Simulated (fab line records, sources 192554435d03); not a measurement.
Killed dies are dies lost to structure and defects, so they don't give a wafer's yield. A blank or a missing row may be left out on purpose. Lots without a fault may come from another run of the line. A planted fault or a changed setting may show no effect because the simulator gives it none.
Split-lot experiment | flow n5_finfet | 7 lots, 21 wafers read, on a route of 1938 steps

THE SPLIT
At N5_BEOL_M3_COAT_05 (resist thk 30 nm), the setting spin_rpm was moved away from the recipe's 1500 rpm on 6 of the 21 wafers read, by -5.4% to +8.8%. The other wafers ran this setting at the recipe's value.

FROM THE SPLIT TO THE READING: what the file shows between them, 2 steps
- N5_BEOL_M3_EBR_07
- N5_BEOL_M3_SOFTBAKE_06: time 60 s

THE READING
CAR-EUV_of_BEOL_M3_COAT_05.thk_nm (the simulator's own value, which no gauge read), in nm, at N5_BEOL_M3_DESCUM_16 (chemistry O2, time 7 s). The file gives no usual value for it. The 15 wafers here that ran the recipe average 26.0 nm, standard deviation 0.068 nm.

wafer  | tool, chamber at the split | spin_rpm as run, rpm | against the recipe | CAR-EUV_of_BEOL_M3_COAT_05.thk_nm, nm | against lot-mates on the recipe
L074.1 | litho_track-03, 0          | 1500                 | recipe             | 26                                    | -
L074.2 | litho_track-03, 0          | 1500                 | recipe             | 26                                    | -
L074.5 | litho_track-03, 0          | 1500                 | recipe             | 26                                    | -
L075.1 | litho_track-02, 0          | 1419                 | -5.4%              | 26.8                                  | +0.8
L075.4 | litho_track-02, 0          | 1500                 | recipe             | 26                                    | -
L075.6 | litho_track-02, 0          | 1419                 | -5.4%              | 27                                    | +1.0
L079.1 | litho_track-01, 0          | 1500                 | recipe             | 26                                    | -
L079.4 | litho_track-01, 0          | 1500                 | recipe             | 26                                    | -
L079.5 | litho_track-01, 0          | 1500                 | recipe             | 26.2                                  | -
L081.1 | litho_track-03, 0          | 1500                 | recipe             | 26.2                                  | -
L081.3 | litho_track-03, 0          | 1500                 | recipe             | 26                                    | -
L081.5 | litho_track-03, 0          | 1437                 | -4.2%              | 26.8                                  | +0.7
L085.1 | litho_track-03, 0          | 1500                 | recipe             | 26                                    | -
L085.4 | litho_track-03, 0          | 1500                 | recipe             | 26                                    | -
L085.6 | litho_track-03, 0          | 1500                 | recipe             | 26                                    | -
L086.1 | litho_track-02, 0          | 1500                 | recipe             | 26                                    | -
L086.4 | litho_track-02, 0          | 1500                 | recipe             | 26                                    | -
L086.6 | litho_track-02, 0          | 1601                 | +6.7%              | 25                                    | -1.0
L092.1 | litho_track-01, 0          | 1632                 | +8.8%              | 24.8                                  | -1.2
L092.3 | litho_track-01, 0          | 1632                 | +8.8%              | 24.8                                  | -1.2
L092.5 | litho_track-01, 0          | 1500                 | recipe             | 26                                    | -

THE FIT
A straight line over all 21 wafers: CAR-EUV_of_BEOL_M3_COAT_05.thk_nm changes by -0.15 nm for each +1% of spin_rpm; r = -0.99; the points scatter about the line by 0.082 nm.
The same after taking each lot's own level away (the mean of its wafers on the recipe; 21 wafers): -0.147 nm for each +1%; r = -0.99; scatter 0.074 nm.
On that fit, the largest move of spin_rpm shifts the reading by 1.3 nm.
The lots' own levels span 26.00 to 26.10 nm, that is 1.5 times the standard deviation above.
So the lot-to-lot level changes the slope little: the two slopes agree.
Check: with one of the wafers moved furthest among these (+8.8%) left out of the fit, the line predicts -1.31 nm for it against its lot-mates. It came out at -1.2 nm against them.

OTHER SPLITS ON THESE WAFERS
These wafers also went through other splits before the reading. Each is held against what the fit with the lots' levels taken away leaves over:
other split on the same wafers | wafers away from the commonest value | r with CAR-EUV_of_BEOL_M3_COAT_05.thk_nm (lot level and that fit taken away)
N5_BEOL_M2_COAT_68 spin_rpm    | 7                                    | +0.11

THE WHOLE CHAIN: every reading that the file lists as answering this split, in the file's order
step                 | what it does           | reading                                                                            | change (the file's fit)               | r (the file's)
N5_BEOL_M3_COAT_05   | resist thk 30 nm       | CAR-EUV_of_BEOL_M3_COAT_05.thk_nm (the simulator's own value, which no gauge read) | -0.145 nm for each +1% of the setting | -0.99
N5_BEOL_M3_DESCUM_16 | chemistry O2, time 7 s | CAR-EUV_of_BEOL_M3_COAT_05.thk_nm (the simulator's own value, which no gauge read) | -0.148 nm for each +1% of the setting | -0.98

THE FILE'S OWN FIT
CAR-EUV_of_BEOL_M3_COAT_05.thk_nm changes by -0.148 nm for each +1% of spin_rpm, r = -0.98.
